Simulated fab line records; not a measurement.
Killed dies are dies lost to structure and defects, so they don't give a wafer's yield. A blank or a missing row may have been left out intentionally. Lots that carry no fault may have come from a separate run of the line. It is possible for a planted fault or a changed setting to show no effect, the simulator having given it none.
Chamber matching	flow n5_finfet	N5_BEOL_M5_ETCH_62 on rie_diel-02: 4 sister chambers
The step etches SOC in N2/H2, target depth 75 nm, overetch 15 nm, time 112.5 s. 4 wafers are shown with their chamber, then 9 later ones without.

WAFERS PAIRED WITH THEIR CHAMBERS
wafer	chamber	showerhead_plenum_p_Torr (Torr)
L088.1	1	2.63
L090.1	3	2.42
L090.2	0	2.68
L090.4	2	2.34

WAFERS MISSING THEIR CHAMBER
wafer	showerhead_plenum_p_Torr (Torr)
L092.2	2.41
L092.3	2.68
L092.5	2.34
L093.1	2.68
L093.2	2.34
L093.6	2.34
L095.1	2.68
L095.2	2.34
L095.3	2.41

EACH ONE'S CHAMBER
wafer	from the rows above	in truth
L092.2	3	3
L092.3	0	0
L092.5	2	2
L093.1	0	0
L093.2	2	2
L093.6	2	2
L095.1	0	0
L095.2	2	2
L095.3	3	3
9 of 9 placed correctly. Number that these rows cannot place: 0. Wrongly placed: 0.
How it was worked out, from the rows above alone: a wafer's distance from a chamber is the root of the sum, over the readings, of the square of ((its reading less the chamber's mean) divided by the reading's scatter). If the next closest chamber is less than 2 further off than the closest, the wafer can't be placed; otherwise it belongs to the closest. Each chamber's mean is taken over the wafers shown for it. The scatter: with one shown wafer a chamber, the root of the mean of the squares of how far each hidden wafer lies from its nearest shown one.
